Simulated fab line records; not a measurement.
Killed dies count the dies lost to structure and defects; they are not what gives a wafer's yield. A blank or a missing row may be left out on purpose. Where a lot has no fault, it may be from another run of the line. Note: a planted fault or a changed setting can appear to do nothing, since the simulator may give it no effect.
Split-lot experiment + flow n5Finfet + 21 wafers read across 7 lots, on a route 1938 steps long

## SPLIT DETAILS
At N5_ZERO_LAYER_ETCH_18 (etches Si in HBr/Cl2, target depth 120 nm, time 40 s), the setting icpW was moved away from the recipe's 800 W on 8 of the 21 wafers read, by -14.4% to +15.7%. This setting was run at the recipe's value on the other wafers.

The reading is taken at the split's own step.

## THE READING
ZERO_LAYER.featureDepthNm (the simulator's own value, which no gauge read), in nm, at N5_ZERO_LAYER_ETCH_18 (etches Si in HBr/Cl2, target depth 120 nm, time 40 s). The file does not state a usual value for it. Average 119.3 nm, standard deviation 2 nm, over the 13 wafers here run with the recipe.

| wafer  | tool, chamber at the split | icpW as run, W | against the recipe | ZERO_LAYER.featureDepthNm, nm | against lot-mates on the recipe |
|--------|----------------------------|----------------|--------------------|-------------------------------|---------------------------------|
| L081.3 | rieSi-05, 3                | 800            | recipe             | 119.8                         | -                               |
| L081.4 | rieSi-05, 1                | 800            | recipe             | 120.2                         | -                               |
| L081.5 | rieSi-05, 2                | 800            | recipe             | 120.3                         | -                               |
| L082.1 | rieSi-05, 2                | 800            | recipe             | 121.3                         | -                               |
| L082.2 | rieSi-05, 1                | 800            | recipe             | 121.2                         | -                               |
| L082.5 | rieSi-05, 3                | 900.7          | +12.6%             | 127.3                         | +6.0                            |
| L087.3 | rieSi-06, 0                | 846            | +5.8%              | 119.1                         | +1.8                            |
| L087.4 | rieSi-06, 2                | 800            | recipe             | 118.3                         | -                               |
| L087.5 | rieSi-06, 0                | 800            | recipe             | 116.3                         | -                               |
| L089.2 | rieSi-05, 3                | 685.1          | -14.4%             | 113.3                         | -8.2                            |
| L089.4 | rieSi-05, 1                | 800            | recipe             | 121.5                         | -                               |
| L089.6 | rieSi-05, 0                | 685.1          | -14.4%             | 113.4                         | -8.1                            |
| L091.2 | rieSi-06, 3                | 925.9          | +15.7%             | 129.7                         | +9.0                            |
| L091.5 | rieSi-06, 3                | 800            | recipe             | 120.7                         | -                               |
| L091.6 | rieSi-06, 2                | 925.9          | +15.7%             | 126.7                         | +6.0                            |
| L093.1 | rieSi-03, 2                | 800            | recipe             | 116.7                         | -                               |
| L093.3 | rieSi-03, 3                | 800            | recipe             | 116.8                         | -                               |
| L093.5 | rieSi-03, 2                | 800            | recipe             | 116.4                         | -                               |
| L097.1 | rieSi-05, 0                | 800            | recipe             | 121.4                         | -                               |
| L097.5 | rieSi-05, 0                | 881.2          | +10.2%             | 128.8                         | +7.4                            |
| L097.6 | rieSi-05, 1                | 881.2          | +10.2%             | 128                           | +6.6                            |

FIT RESULTS
A straight line over all 21 wafers: ZERO_LAYER.featureDepthNm changes by +0.549 nm for each +1% of icpW; r = +0.89; the points scatter about the line by 2.3 nm.
The same after taking each lot's own level away (the mean of its wafers on the recipe; 21 wafers): +0.538 nm for each +1%; r = +0.98; scatter 0.92 nm.
On that fit, the largest move of icpW shifts the reading by 8.5 nm.
The span of the lots' own levels, 116.63 to 121.50 nm, comes to 2.4 times the standard deviation stated above.
Hence the lot-to-lot level has little effect on the slope; both slopes agree.
Check: +8.23 nm against its lot-mates is what the line predicts for one of the wafers moved furthest among these (+15.7%) when that wafer is left out of the fit. Against them it came out at +9 nm.

## THE WHOLE CHAIN: every reading that the file lists as answering this split, in the file's order
| step                  | what it does                                         | reading                                                                    | change (the file's fit)               | r (the file's) |
|-----------------------|------------------------------------------------------|----------------------------------------------------------------------------|---------------------------------------|----------------|
| N5_ZERO_LAYER_ETCH_18 | etches Si in HBr/Cl2, target depth 120 nm, time 40 s | etch.depthNm (the simulator's own value, which no gauge read)              | +0.527 nm for each +1% of the setting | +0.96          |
| N5_ZERO_LAYER_ETCH_18 | etches Si in HBr/Cl2, target depth 120 nm, time 40 s | ZERO_LAYER.featureDepthNm (the simulator's own value, which no gauge read) | +0.527 nm for each +1% of the setting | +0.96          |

## THE FILE'S OWN FIT
ZERO_LAYER.featureDepthNm changes by +0.527 nm for each +1% of icpW, r = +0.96.
